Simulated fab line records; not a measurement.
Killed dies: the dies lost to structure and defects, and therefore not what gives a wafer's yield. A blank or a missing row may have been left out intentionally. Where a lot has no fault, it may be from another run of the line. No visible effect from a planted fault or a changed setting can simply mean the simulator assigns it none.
Split-lot experiment ; flow n5 finfet ; on a route of 1938 steps: 7 lots, 21 wafers read

ABOUT THE SPLIT
At N5_PMOS_HMC_CHANNEL_EPI_PEB_07 (peb time 60 s), the setting peb time s was moved away from the recipe's 60 s on 6 of the 21 wafers read, by -20.1% to +17.7%. For the rest of the wafers, this setting stayed at what the recipe calls for.

FROM THE SPLIT TO THE READING: what the file shows between them, 1 step
- N5_PMOS_HMC_CHANNEL_EPI_DEVELOP_08: develop time 30 s (also split here: develop time s)

THE READING
At N5_PMOS_HMC_CHANNEL_EPI_CD_MEAS_09: cd nm in nanometres, against a target cd of 237.4 nm. Fault-free wafers of this fab line usually give 237.3 nm, standard deviation 1.1 nm.

wafer;tool, chamber at the split;peb time s as run, s;against the recipe;cd nm, nm;against lot-mates on the recipe
L076.1;litho track-01, 0;47.96;-20.1%;228.1;-8.9
L076.2;litho track-01, 0;60;recipe;236.8;-
L076.5;litho track-01, 0;60;recipe;237.2;-
L080.3;litho track-04, 0;60;recipe;239.3;-
L080.5;litho track-04, 0;60;recipe;237.4;-
L080.6;litho track-04, 0;60;recipe;236.4;-
L088.2;litho track-01, 0;60;recipe;236.2;-
L088.5;litho track-01, 0;60;recipe;234.7;-
L088.6;litho track-01, 0;50.55;-15.8%;229.4;-6.0
L089.2;litho track-04, 0;60;recipe;238.9;-
L089.5;litho track-04, 0;60;recipe;238.7;-
L089.6;litho track-04, 0;60;recipe;237.7;-
L092.1;litho track-04, 0;65.21;+8.7%;241.4;+4.4
L092.3;litho track-04, 0;65.21;+8.7%;242.1;+5.1
L092.4;litho track-04, 0;60;recipe;237.0;-
L095.1;litho track-01, 0;60;recipe;236.2;-
L095.4;litho track-01, 0;70.61;+17.7%;242.5;+5.4
L095.6;litho track-01, 0;60;recipe;238.0;-
L097.2;litho track-04, 0;47.97;-20.1%;230.7;-8.2
L097.3;litho track-04, 0;60;recipe;239.2;-
L097.6;litho track-04, 0;60;recipe;238.6;-

FIT RESULTS
A straight line over all 21 wafers: cd nm changes by +0.404 nm for each +1% of peb time s; r = +0.93; the points scatter about the line by 1.4 nm.
The same after taking each lot's own level away (the mean of its wafers on the recipe; 21 wafers): +0.407 nm for each +1%; r = +0.97; scatter 0.9 nm.
Per that fit: largest peb time s move, reading shift of 8.2 nm.
The span of the lots' own levels, 235.45 to 238.90 nm, comes to 3.1 times the standard deviation stated above.
Consequently the slope shifts little with the lot-to-lot level, the two slopes agreeing.
Check: with one of the wafers moved furthest among these (-20.1%) left out of the fit, the line predicts -7.84 nm for it against its lot-mates. It came out at -8.9 nm against them.

OTHER SPLITS APPLIED TO THESE WAFERS
Other splits were also applied to these wafers ahead of the reading. Each is held against what the fit with the lots' levels taken away leaves over:
other split on the same wafers;wafers away from the commonest value;r with cd nm (lot level and that fit taken away)
N5_WELL_APT_EXPOSE_05 dose mj;7;+0.04
N5_WELL_APT_COAT_19 spin rpm;7;+0.20
N5_PMOS_HMC_CHANNEL_EPI_DEVELOP_08 develop time s;9;+0.08

THE WHOLE CHAIN: every reading that the file lists as answering this split, in the file's order
step;what it does;reading;change (the file's fit);r (the file's)
N5_PMOS_HMC_CHANNEL_EPI_CD_MEAS_09;target cd 237.4 nm;cd nm;+0.398 nm for each +1% of the setting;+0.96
N5_PMOS_HMC_CHANNEL_EPI_DESCUM_14;chemistry O2, time 7.9 s;PMOS_HMC_CHANNEL_EPI.cd nm (the simulator's own value, which no gauge read);+0.396 nm for each +1% of the setting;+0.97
N5_PMOS_HMC_CHANNEL_EPI_ETCH_32;etches BARC in N2/H2, stops on SiO2, target depth 85.8 nm, time 50.3 s;PMOS_HMC_CHANNEL_EPI.cd nm (the simulator's own value, which no gauge read);+0.407 nm for each +1% of the setting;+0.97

THE FILE'S OWN FIT
cd nm changes by +0.398 nm for each +1% of peb time s, r = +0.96.
